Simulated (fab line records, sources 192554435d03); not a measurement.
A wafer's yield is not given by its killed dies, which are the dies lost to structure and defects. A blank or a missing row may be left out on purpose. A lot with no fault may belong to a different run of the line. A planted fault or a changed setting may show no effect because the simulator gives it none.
Which tool was responsible? | flow n5Finfet | 24 lots, 72 wafers sampled, at 5 steps of a route of 1938

== WHAT THE GAUGES READ, wafer by wafer ==
N5_BEOL_M10_INSPECT_58: inspects for defects (darkfield).
lot  | measured     | on               | rawDefectCount
L074 | day 9 18:07  | defectInspect-01 | 73 40 23
L075 | day 10 02:45 | defectInspect-02 | 81 94 151
L077 | day 10 10:59 | defectInspect-02 | 69 71 60
L078 | day 10 15:19 | defectInspect-02 | 49 60 45
L076 | day 10 18:09 | defectInspect-02 | 72 74 32
L080 | day 11 00:08 | defectInspect-01 | 45 93 71
L079 | day 11 09:42 | defectInspect-01 | 55 38 47
L082 | day 12 03:04 | defectInspect-02 | 42 50 36
L081 | day 12 03:55 | defectInspect-02 | 45 104 90
L083 | day 12 07:25 | defectInspect-01 | 42 53 24
L084 | day 12 14:05 | defectInspect-01 | 56 58 68
L085 | day 12 19:35 | defectInspect-02 | 29 81 74
L086 | day 12 19:53 | defectInspect-02 | 45 57 81
L087 | day 13 09:20 | defectInspect-02 | 28 51 47
L089 | day 13 11:47 | defectInspect-02 | 53 41 62
L088 | day 13 18:58 | defectInspect-02 | 90 81 51
L090 | day 14 04:32 | defectInspect-01 | 100 42 76
L091 | day 14 05:58 | defectInspect-02 | 61 73 56
L092 | day 14 22:29 | defectInspect-01 | 84 78 74
L093 | day 15 00:29 | defectInspect-01 | 75 91 58
L094 | day 15 02:58 | defectInspect-01 | 94 84 115
L095 | day 15 18:19 | defectInspect-01 | 103 87 91
L097 | day 15 21:26 | defectInspect-02 | 40 49 66
L096 | day 15 23:10 | defectInspect-01 | 41 62 57

N5_BEOL_M11_OVL_MEAS_12.
lot  | measured     | on         | M11_OVL (nm)
L074 | day 9 19:39  | overlay-01 | -0.6 -1.6 -2.1
L075 | day 10 05:28 | overlay-01 | -0.5 -0.8 -0.7
L077 | day 10 14:29 | overlay-01 | -0.1 -0.6 0.3
L078 | day 10 17:35 | overlay-02 | -1.0 -2.3 -1.2
L076 | day 10 19:24 | overlay-02 | -1.9 -0.6 -1.1
L080 | day 11 02:40 | overlay-01 | -1.5 -0.3 0.0
L079 | day 11 14:42 | overlay-01 | -1.4 -2.0 0.2
L082 | day 12 05:53 | overlay-01 | -1.6 -0.3 -0.7
L081 | day 12 05:56 | overlay-02 | -1.4 -0.5 -0.7
L083 | day 12 09:14 | overlay-01 | -2.1 -2.1 -0.8
L084 | day 12 15:58 | overlay-02 | -3.2 -1.0 -1.8
L085 | day 12 21:14 | overlay-01 | -1.0 -1.0 -0.7
L086 | day 12 21:38 | overlay-01 | -1.1 0.9 -0.1
L087 | day 13 11:16 | overlay-01 | -0.7 -1.8 -1.1
L089 | day 13 14:41 | overlay-01 | -1.0 -0.1 -0.7
L088 | day 13 22:06 | overlay-02 | -0.2 -1.4 -2.1
L090 | day 14 09:35 | overlay-01 | -0.4 0.2 -0.3
L091 | day 14 10:01 | overlay-02 | -1.7 -1.7 -1.7
L092 | day 15 00:02 | overlay-01 | -1.5 -1.9 -1.8
L093 | day 15 02:34 | overlay-02 | -0.7 -1.1 0.1
L094 | day 15 04:42 | overlay-02 | -1.4 -1.7 -1.4
L095 | day 15 20:59 | overlay-02 | -1.1 -1.5 -1.7
L097 | day 15 22:38 | overlay-02 | -2.2 -2.0 -0.9
L096 | day 16 01:31 | overlay-02 | -2.1 -2.7 -3.4

N5_BEOL_M11_CD_MEAS_18: pitch 140 nm, target cd 70 nm.
lot  | measured     | on       | cdNm (nm)
L074 | day 9 20:14  | cdSem-03 | 69.3 70.6 69.5
L075 | day 10 06:20 | cdSem-01 | 70.1 70.1 71.4
L077 | day 10 15:00 | cdSem-03 | 71.3 70.0 69.9
L078 | day 10 18:05 | cdSem-03 | 69.5 68.5 69.2
L076 | day 10 20:02 | cdSem-03 | 69.5 70.8 70.9
L080 | day 11 03:11 | cdSem-02 | 70.1 69.2 68.2
L079 | day 11 15:18 | cdSem-02 | 69.6 69.7 68.5
L082 | day 12 06:32 | cdSem-01 | 69.1 69.0 69.1
L081 | day 12 06:38 | cdSem-01 | 69.8 70.3 69.8
L083 | day 12 09:46 | cdSem-01 | 69.1 69.2 71.0
L084 | day 12 16:29 | cdSem-01 | 71.0 69.8 70.4
L085 | day 12 21:46 | cdSem-03 | 70.4 71.3 71.0
L086 | day 12 22:13 | cdSem-03 | 69.9 69.1 68.8
L087 | day 13 11:46 | cdSem-02 | 69.8 69.0 69.7
L089 | day 13 15:44 | cdSem-01 | 69.9 69.3 69.4
L088 | day 13 22:51 | cdSem-03 | 70.6 70.5 69.5
L090 | day 14 10:07 | cdSem-01 | 68.6 68.7 70.4
L091 | day 14 10:32 | cdSem-01 | 70.1 68.6 69.7
L092 | day 15 00:33 | cdSem-01 | 68.2 70.4 68.4
L093 | day 15 03:06 | cdSem-01 | 68.8 68.9 68.9
L094 | day 15 05:13 | cdSem-01 | 70.4 71.5 69.7
L095 | day 15 21:30 | cdSem-03 | 69.3 69.9 69.3
L097 | day 15 23:09 | cdSem-01 | 68.8 69.2 68.6
L096 | day 16 02:02 | cdSem-01 | 69.2 68.1 68.5

N5_BEOL_M11_INSPECT_30: inspects for defects (brightfield).
lot  | measured     | on               | rawDefectCount
L074 | day 9 20:58  | defectInspect-02 | 296 263 223
L075 | day 10 09:06 | defectInspect-01 | 405 492 560
L077 | day 10 15:29 | defectInspect-02 | 348 268 407
L078 | day 10 18:34 | defectInspect-02 | 290 382 400
L076 | day 10 22:11 | defectInspect-02 | 393 437 388
L080 | day 11 06:29 | defectInspect-01 | 576 532 472
L079 | day 11 15:46 | defectInspect-01 | 301 333 338
L082 | day 12 07:52 | defectInspect-01 | 521 456 279
L081 | day 12 08:02 | defectInspect-02 | 423 459 400
L083 | day 12 11:09 | defectInspect-01 | 273 307 226
L084 | day 12 17:01 | defectInspect-02 | 359 324 261
L085 | day 12 23:07 | defectInspect-01 | 365 411 444
L086 | day 12 22:57 | defectInspect-02 | 349 403 507
L087 | day 13 13:52 | defectInspect-01 | 292 306 241
L089 | day 13 16:34 | defectInspect-01 | 352 276 406
L088 | day 14 01:32 | defectInspect-02 | 328 489 271
L090 | day 14 11:31 | defectInspect-01 | 617 418 563
L091 | day 14 11:21 | defectInspect-01 | 307 325 412
L092 | day 15 01:15 | defectInspect-01 | 429 573 378
L093 | day 15 03:26 | defectInspect-02 | 479 395 498
L094 | day 15 07:13 | defectInspect-02 | 451 440 414
L095 | day 15 21:58 | defectInspect-02 | 429 357 364
L097 | day 16 00:04 | defectInspect-02 | 323 240 324
L096 | day 16 05:14 | defectInspect-01 | 476 302 319

== WHICH TOOL RAN EACH LOT (tool, then ch and the chambers of the sampled wafers, then the start) ==
lot  | N5_BEOL_M11_ETCH_61
L074 | rieDiel-02 ch 0,3, day 9 19:45
L075 | rieDiel-02 ch 0,2,3, day 10 05:48
L077 | rieDiel-06 ch 0,1,3, day 10 14:35
L078 | rieDiel-03 ch 2,3, day 10 17:40
L076 | rieDiel-02 ch 0,1,3, day 10 19:29
L080 | rieDiel-06 ch 0,1,3, day 11 02:46
L079 | rieDiel-03 ch 1,2,3, day 11 14:47
L082 | rieDiel-06 ch 0,3, day 12 06:04
L081 | rieDiel-02 ch 0,3, day 12 06:13
L083 | rieDiel-03 ch 0,1, day 12 09:20
L084 | rieDiel-03 ch 0,1, day 12 16:04
L085 | rieDiel-02 ch 0,1,2, day 12 21:20
L086 | rieDiel-03 ch 0,3, day 12 21:48
L087 | rieDiel-06 ch 1,2,3, day 13 11:21
L089 | rieDiel-02 ch 1,2,3, day 13 15:13
L088 | rieDiel-02 ch 0,1,3, day 13 22:16
L090 | rieDiel-06 ch 1,2, day 14 09:41
L091 | rieDiel-03 ch 0,1, day 14 10:06
L092 | rieDiel-06 ch 0,1,3, day 15 00:08
L093 | rieDiel-03 ch 0,2,3, day 15 02:40
L094 | rieDiel-03 ch 0,2, day 15 04:48
L095 | rieDiel-03 ch 1,2, day 15 21:05
L097 | rieDiel-06 ch 0,1,3, day 15 22:44
L096 | rieDiel-06 ch 0,1,3, day 16 01:37
- N5_BEOL_M11_ETCH_61: etches SiARC in CF4, target depth 39 nm, time 65 s.

== AS READ BY THE TOOLS THEMSELVES (means over the sampled wafers that have a number; for cases with no such wafer, the mark the record gives instead) ==
N5_BEOL_M11_ETCH_61.
lot  | tool       | drypumpMotorCurrentA (A) | etchRfOnTimeS (s) | oesProductAu (a.u.) | rfVppV (V) | showerheadPlenumPTorr (Torr) | throttleValvePct (%)
L074 | rieDiel-02 | 5.70                     | 64.5              | 0.76                | 183.7      | 2.11                         | 15.42
L075 | rieDiel-02 | 5.85                     | 64.3              | 0.72                | 184.5      | 2.12                         | 15.41
L077 | rieDiel-06 | 6.02                     | 66.5              | 0.64                | 184.5      | 2.17                         | 15.70
L078 | rieDiel-03 | 5.91                     | 64.3              | 0.62                | 184.2      | 2.18                         | 15.61
L076 | rieDiel-02 | 5.87                     | 63.7              | 0.74                | 184.5      | 2.16                         | 15.40
L080 | rieDiel-06 | 6.02                     | 66.2              | 0.63                | 184.5      | 2.17                         | 15.70
L079 | rieDiel-03 | 5.77                     | 64.6              | 0.62                | 184.8      | 2.16                         | 15.76
L082 | rieDiel-06 | 5.78                     | 66.7              | 0.59                | 184.8      | 2.15                         | 15.95
L081 | rieDiel-02 | 5.96                     | 64.1              | 0.74                | 183.6      | 2.11                         | 15.42
L083 | rieDiel-03 | 5.55                     | 65.6              | 0.60                | 183.6      | 2.09                         | 15.92
L084 | rieDiel-03 | 5.64                     | 64.6              | 0.61                | 183.0      | 2.07                         | 15.86
L085 | rieDiel-02 | 5.81                     | 64.4              | 0.67                | 185.4      | 2.15                         | 15.46
L086 | rieDiel-03 | 5.77                     | 63.8              | 0.70                | 183.8      | 2.09                         | 15.56
L087 | rieDiel-06 | 6.12                     | 67.5              | 0.61                | 183.8      | 2.13                         | 15.72
L089 | rieDiel-02 | 6.00                     | 63.4              | 0.67                | 184.6      | 2.16                         | 15.44
L088 | rieDiel-02 | 5.87                     | 64.0              | 0.71                | 184.2      | 2.15                         | 15.45
L090 | rieDiel-06 | 6.34                     | 65.4              | 0.65                | 183.9      | 2.15                         | 15.52
L091 | rieDiel-03 | 5.55                     | 65.4              | 0.59                | 184.2      | 2.08                         | 15.95
L092 | rieDiel-06 | 6.03                     | 66.3              | 0.70                | 184.3      | 2.17                         | 15.60
L093 | rieDiel-03 | 5.88                     | 63.9              | 0.68                | 183.7      | 2.13                         | 15.56
L094 | rieDiel-03 | 5.84                     | 62.5              | 0.64                | 183.1      | 2.09                         | 15.80
L095 | rieDiel-03 | 5.86                     | 62.2              | 0.71                | 184.2      | 2.14                         | 15.66
L097 | rieDiel-06 | 6.03                     | 65.9              | 0.69                | 183.7      | 2.16                         | 15.61
L096 | rieDiel-06 | 6.01                     | 66.0              | 0.68                | 184.3      | 2.16                         | 15.61

== THE ANSWER, worked out from the rows above alone ==
Rule: what is usual is taken from the lots themselves. Put in order of their means at a reading, lots are off if they are a third of the lots or fewer, leave a main group of 4 or more, and stand apart from it by a gap of 3 or more times the standard deviation of the main group's means; of several such gaps the widest counts. Not used: any main group whose means are identical at the precision the tables above print for the reading. A lot without any number at a reading at which 4 lots or more have one is off too. Where the step has rows for the other lots, those lots are counted as sound. The gauges are gone through in route order, then the tools' own readings, and for those a lot's mean is taken as printed above. The first step at which some lot is off is used, and at that step the reading that is off furthest; a lot without a number counts as furthest.
No lot is off on any of the readings shown, so nothing can be concluded from this.

== WHAT THE SIMULATOR HAD PUT IN ==
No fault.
